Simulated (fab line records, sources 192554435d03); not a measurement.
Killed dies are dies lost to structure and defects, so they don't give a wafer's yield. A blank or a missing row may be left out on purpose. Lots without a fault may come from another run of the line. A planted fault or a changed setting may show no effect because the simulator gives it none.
Chamber matching | flow n5_finfet | N5_FIN_SAQP_PECVD_48 on pecvd-03: 3 sister chambers
The step deposits SiNx from SiH4/NH3/N2, target thk 25 nm, time 22.1 s. 6 wafers are shown with their chamber, then 9 later ones without.

WAFERS WITH THEIR CHAMBER
wafer  | chamber | throttle_valve_pct (%) | showerhead_plenum_p_Torr (Torr)
L078.1 | 2       | 39.8                   | 5.14
L081.5 | 0       | 39.3                   | 5.11
L081.6 | 1       | 36.7                   | 5.06
L082.1 | 0       | 39.2                   | 5.11
L082.2 | 1       | 36.4                   | 5.05
L082.3 | 2       | 39.9                   | 5.14

WAFERS WITHOUT THEIR CHAMBER
wafer  | throttle_valve_pct (%) | showerhead_plenum_p_Torr (Torr)
L091.1 | 36.3                   | 5.06
L091.2 | 39.7                   | 5.13
L091.6 | 36.5                   | 5.07
L092.1 | 40.0                   | 5.12
L092.3 | 36.5                   | 5.06
L092.4 | 36.8                   | 5.07
L096.2 | 39.4                   | 5.12
L096.4 | 39.2                   | 5.12
L096.5 | 36.7                   | 5.06

WHICH CHAMBER EACH WENT THROUGH
wafer  | from the rows above     | in truth
L091.1 | 1                       | 1
L091.2 | 2                       | 2
L091.6 | 1                       | 1
L092.1 | can't be placed: 2 or 0 | 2
L092.3 | 1                       | 1
L092.4 | 1                       | 1
L096.2 | 0                       | 0
L096.4 | 0                       | 0
L096.5 | 1                       | 1
Placed correctly: 8 of 9. Can't be placed from these rows: 1 (the true chamber is among the candidates in 1). Placed wrongly: 0.
How it was worked out, from the rows above alone: a wafer's distance from a chamber is the root of the sum, over the readings, of the square of ((its reading less the chamber's mean) divided by the reading's scatter). The wafer belongs to the nearest chamber; if the next one is less than 2 further off, it can't be placed. A chamber's mean is the mean of its shown wafers. The scatter: the root of (the sum of the squares of (reading less its chamber's mean) over the shown wafers, divided by (wafers less chambers)).
